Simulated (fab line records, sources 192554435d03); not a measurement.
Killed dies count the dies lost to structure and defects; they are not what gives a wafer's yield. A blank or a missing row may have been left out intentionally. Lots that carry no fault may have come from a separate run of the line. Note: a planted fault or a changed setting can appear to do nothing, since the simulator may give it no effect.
2 desks, one fault || flow n5Finfet || only its own numbers are on each desk; what lay behind them is given at the end

METROLOGY DESK
What the gauges read for every lot (on any tool): the sampled wafers with a number, averaged. A lot is out of limits, marked OUT, if its mean lies more than 4 standard deviations from the usual mean; the brackets give that distance. It has 12 readings, of which 7 appear: the earliest out of limits, and the ones furthest out on some lot.
Columns: A = cdNm at N5_SD_EPI_P_CD_MEAS_09, usual 240.5 nm; B = SD_P_BLK_OVL at N5_SD_EPI_P_OVL_MEAS_10, usual -0.1 nm; C = DIBL_N at N5_BEOL_M4_RC_MEAS_101, usual 36.3 mV/V; D = DIBL_P at N5_BEOL_M4_RC_MEAS_101, usual 36.4 mV/V; E = ION_N at N5_BEOL_M4_RC_MEAS_101, usual 675 uA/um; F = SS_N at N5_BEOL_M4_RC_MEAS_101, usual 71.6 mV/dec; G = VT_N at N5_BEOL_M4_RC_MEAS_101, usual 250 mV
{"lot": "L586", "first seen here": "day 3 15:26", "A": 241.0, "B": -0.9, "C": 34.2, "D": 34.1, "E": 665, "F": 71.2, "G": 252}
{"lot": "L587", "first seen here": "day 3 20:09", "A": 239.6, "B": -0.1, "C": 36.1, "D": 36.3, "E": 671, "F": 71.5, "G": 251}
{"lot": "L590", "first seen here": "day 4 13:22", "A": 239.8, "B": -1.0, "C": 36.3, "D": 35.2, "E": 678, "F": 70.8, "G": 249}
{"lot": "L594", "first seen here": "day 5 17:41", "A": 239.6, "B": 0.3, "C": 36.7, "D": 37.2, "E": 679, "F": 71.4, "G": 249}
{"lot": "L597", "first seen here": "day 6 06:58", "A": 240.8, "B": -0.5, "C": 36.5, "D": 35.8, "E": 681, "F": 71.6, "G": 250}
{"lot": "L602", "first seen here": "day 7 11:41", "A": "221.9 (-22) OUT", "B": -0.2, "C": 35.5, "D": 34.4, "E": 676, "F": 71.4, "G": 250}
{"lot": "L603", "first seen here": "day 7 18:38", "A": "222.3 (-22) OUT", "B": -0.7, "C": 36.4, "D": 36.8, "E": 677, "F": 71.3, "G": 247}
{"lot": "L606", "first seen here": "day 8 11:32", "A": 239.2, "B": 0.4, "C": 35.8, "D": 35.0, "E": 662, "F": 71.0, "G": 254}
{"lot": "L608", "first seen here": "day 8 23:26", "A": 240.6, "B": 0.7, "C": 36.2, "D": 35.5, "E": 672, "F": 72.3, "G": 250}
Finding of this desk: L602, L603 out of limits; the first was L602 at day 7 11:41, on cdNm at N5_SD_EPI_P_CD_MEAS_09. Within limits: L586, L587, L590, L594, L597, L606, L608.

TOOL OWNER'S DESK, lithoTrack-02
The tool's own readings at N5_SD_EPI_P_PEB_07 (peb time 60 s): means of the sampled wafers that have a number, for each lot that ran on this tool. A lot is out of limits, marked OUT, if its mean lies more than 4 standard deviations from the usual mean; the brackets give that distance.
Columns: A = heaterPowerTotalW at N5_SD_EPI_P_PEB_07, usual 175.2 W
{"lot": "L586", "first seen here": "day 3 15:22", "A": 174.1}
{"lot": "L590", "first seen here": "day 4 13:19", "A": 177.0}
{"lot": "L594", "first seen here": "day 5 17:37", "A": 174.9}
{"lot": "L597", "first seen here": "day 6 06:53", "A": 174.6}
{"lot": "L602", "first seen here": "day 7 11:38", "A": "235.3 (+35) OUT"}
{"lot": "L603", "first seen here": "day 7 18:35", "A": "236.0 (+36) OUT"}
Finding of this desk: L602, L603 out of limits; the first was L602 at day 7 11:38, on heaterPowerTotalW at N5_SD_EPI_P_PEB_07. Within limits: L586, L590, L594, L597.

BROUGHT TOGETHER
The tool owner's desk could have raised an alarm at day 7 11:38, on L602, L603.
At day 7 11:41 the metrology desk could have sounded an alarm, on L602, L603.
The lots listed all ran N5_SD_EPI_P_PEB_07 on lithoTrack-02.

WHAT WAS PUT IN BY THE SIMULATOR
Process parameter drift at N5_SD_EPI_P_PEB_07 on lithoTrack-02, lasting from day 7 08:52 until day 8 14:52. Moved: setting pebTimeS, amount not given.
Shown lots that were struck: L602, L603.
Fault start to first reading out of limits, in hours, per desk: tool owner, 3; metrology, 3.
